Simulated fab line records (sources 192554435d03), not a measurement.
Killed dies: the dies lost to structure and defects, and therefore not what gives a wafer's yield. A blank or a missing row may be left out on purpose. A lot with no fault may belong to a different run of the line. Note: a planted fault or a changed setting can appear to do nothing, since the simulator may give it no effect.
Chamber matching    flow n5 finfet    N5_BEOL_M3_STRIP_19 on rie diel-02: 4 sister chambers
The step strips in O2. 8 wafers are shown with their chamber, then 7 later ones without.

## WAFERS WITH THEIR CHAMBER
wafer   chamber  drypump motor current A (A)  showerhead plenum p Torr (Torr)
L085.5  3        4.8                          2.03
L089.4  0        5.8                          2.12
L089.6  1        6.4                          2.23
L088.1  2        6.1                          2.13
L088.4  0        5.8                          2.12
L088.6  1        6.4                          2.23
L092.2  3        4.7                          2.02
L092.4  2        6.1                          2.12

## WAFERS WHOSE CHAMBER IS MISSING
wafer   drypump motor current A (A)  showerhead plenum p Torr (Torr)
L092.5  5.8                          2.12
L094.2  4.7                          2.02
L094.4  6.4                          2.23
L094.5  5.8                          2.12
L097.1  6.4                          2.23
L097.2  6.1                          2.12
L097.5  6.1                          2.12

## THE CHAMBER EACH PASSED THROUGH
wafer   from the rows above  in truth
L092.5  0                    0
L094.2  3                    3
L094.4  1                    1
L094.5  0                    0
L097.1  1                    1
L097.2  2                    2
L097.5  2                    2
7 of 7 placed correctly. Left unplaced by these rows: 0. 0 placed wrongly.
How it was worked out, from the rows above alone: a wafer's distance from a chamber is the root of the sum, over the readings, of the square of ((its reading less the chamber's mean) divided by the reading's scatter). The wafer belongs to the nearest chamber; if the next one is less than 2 further off, it can't be placed. Each chamber's mean is taken over the wafers shown for it. The scatter: take each reading less its chamber's mean, square it, sum over the shown wafers, divide by the number of wafers less the number of chambers, and take the root.
